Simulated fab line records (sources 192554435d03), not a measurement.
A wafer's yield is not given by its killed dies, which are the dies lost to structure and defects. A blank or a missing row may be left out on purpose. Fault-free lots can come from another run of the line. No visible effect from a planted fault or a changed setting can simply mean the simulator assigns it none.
Which tool was responsible? | flow n5Finfet | 12 lots (36 wafers sampled), 1 step of a 1938-step route

WHAT THE GAUGES READ, wafer by wafer
N5_PMOS_HMC_CHANNEL_EPI_OVL_MEAS_10.
lot  | measured    | on         | PMOS_HMC_BLK_OVL (nm)
L075 | day 1 23:16 | overlay-02 | -0.3 -1.3 -0.1
L077 | day 2 11:25 | overlay-02 | -1.3 -1.3 -0.7
L079 | day 2 23:11 | overlay-02 | 0.8 -0.5 0.0
L081 | day 3 11:05 | overlay-01 | -0.8 -1.8 -1.5
L083 | day 4 00:41 | overlay-02 | -1.6 -0.3 0.6
L085 | day 4 11:31 | overlay-02 | 0.1 -0.8 0.1
L087 | day 5 01:39 | overlay-02 | -0.6 -1.0 0.0
L089 | day 5 11:07 | overlay-02 | 0.3 -1.4 -0.2
L091 | day 5 23:02 | overlay-01 | 0.3 0.1 0.8
L093 | day 6 11:09 | overlay-02 | -0.2 -1.2 -1.0
L095 | day 6 23:01 | overlay-01 | -0.7 0.2 -0.5
L097 | day 7 11:22 | overlay-02 | -0.1 0.4 -0.2

WHAT TOOL EACH LOT RAN ON (gives the tool, then ch and the chambers of the sampled wafers, and finally the start)
The record holds no process step before these readings.

THE ANSWER, worked out from the rows above alone
Rule: the lots themselves supply what counts as usual. Put in order of their means at a reading, lots are off if they are a third of the lots or fewer, leave a main group of 4 or more, and stand apart from it by a gap of 3 or more times the standard deviation of the main group's means; of several such gaps the widest counts. If all means in a main group match to the digits the tables above print for the reading, that group is not used. A lot without any number at a reading at which 4 lots or more have one is off too. Where the step has rows for the other lots, those lots are counted as sound.
Nothing can be told from this: no lot is off at any reading shown.

WHAT HAD BEEN PUT IN BY THE SIMULATOR
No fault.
